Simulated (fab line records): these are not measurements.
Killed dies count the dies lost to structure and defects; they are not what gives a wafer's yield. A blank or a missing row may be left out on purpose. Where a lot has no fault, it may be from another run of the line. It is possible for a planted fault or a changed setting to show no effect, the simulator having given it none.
Problem report in the 8D (eight disciplines) form, filled by code    flow n5-finfet    the parts of the form that need people (team, actions taken, sign-off) are left out

## 1. WHAT IS WRONG
run-length-s at N5_BEOL_M11_ETCH_66 reads a mean of 274.7 s on 3 wafers of 3 lots; wafers without a fault read 203.4 s with a standard deviation of 0.52. That is +99 or more standard deviations from the usual mean.
The step: etches SOC in N2/H2, target depth 120 nm, overetch 24 nm, time 180 s.
The first sign was on wafer L968.1 at day 14 05:31, on rie-diel-02. Wafers with a number at this step in the record: 19, from 7 lots. Rule for "out" (also "out of limits"): further than 4 standard deviations from the usual mean. The rest of the wafers with a number are treated as sound.

## 2. WHAT IT IS AND WHAT IT IS NOT
question                     is                      is not
which readings at this step  run-length-s            drypump-motor-current-A, rf-vpp-V, showerhead-plenum-p-Torr, throttle-valve-pct
which lots                   L968, L970, L973        L958, L959, L971, L978
which wafers of those lots   L968.1, L970.2, L973.2  L968.5, L970.5, L973.3, L973.6
read on which tools          rie-diel-02             rie-diel-05, rie-diel-06
when                         from day 14 05:31       up to then (7 sound wafers); but 9 sound wafers of L970, L971, L973, L978 came after

## 3. SUSPECTS, AND WHAT RULES EACH OUT
Counting: if a tool at a process step up to the reading ran every lot that is out, it stays a suspect. Sound lots after the first of them don't rule it out here, since some wafers of a struck lot are sound.
- rie-diel-02 at N5_BEOL_M11_DESCUM_33 (chemistry O2, time 7.9 s): kept. It processed each lot that is out (first: L968, day 14 05:25); up to then, its last sound lot is L959 (day 11 02:02).
- rie-diel-02 at N5_BEOL_M11_ETCH_65 (etches SiARC in CF4, target depth 39 nm, time 65 s): kept. It processed each lot that is out (first: L968, day 14 05:28); up to then, its last sound lot is L959 (day 11 02:04).
- rie-diel-02 at N5_BEOL_M11_ETCH_66 (etches SOC in N2/H2, target depth 120 nm, overetch 24 nm, time 180 s): kept. It processed each lot that is out (first: L968, day 14 05:31); up to then, its last sound lot is L959 (day 11 02:07). On those wafers its own readings are out: run-length-s.
Left after counting: rie-diel-02 at N5_BEOL_M11_DESCUM_33, rie-diel-02 at N5_BEOL_M11_ETCH_65, rie-diel-02 at N5_BEOL_M11_ETCH_66.

## 4. THE CAUSE (what the simulator had put in)
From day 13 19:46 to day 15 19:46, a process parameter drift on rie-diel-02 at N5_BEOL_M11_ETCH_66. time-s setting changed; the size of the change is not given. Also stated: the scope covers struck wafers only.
This tool is one of the 3 suspects left after counting.

## 5. THE CHAIN OF EFFECTS, in route order
One row per reading whose mean, taken over the struck wafers that have a number, lies over 3 standard deviations from the usual. Scope: only readings with a usual standard deviation given in the record; hours: median across lots of the time from each lot's start at the first step in this table that gives one to its start at this step; sigmas: change in usual standard deviations.
hours  step                 reading       usual    on struck wafers  change  sigmas
0      N5_BEOL_M11_ETCH_66  run-length-s  203.4 s  274.7             +71.3   +99 or more
Process steps it contains:
- N5_BEOL_M11_ETCH_66: etches SOC in N2/H2, target depth 120 nm, overetch 24 nm, time 180 s.

## 6. WHAT WOULD HAVE CAUGHT IT SOONER
10 hours passed between the start of the fault at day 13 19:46 and the first reading out of limits in this record, taken at day 14 05:31.
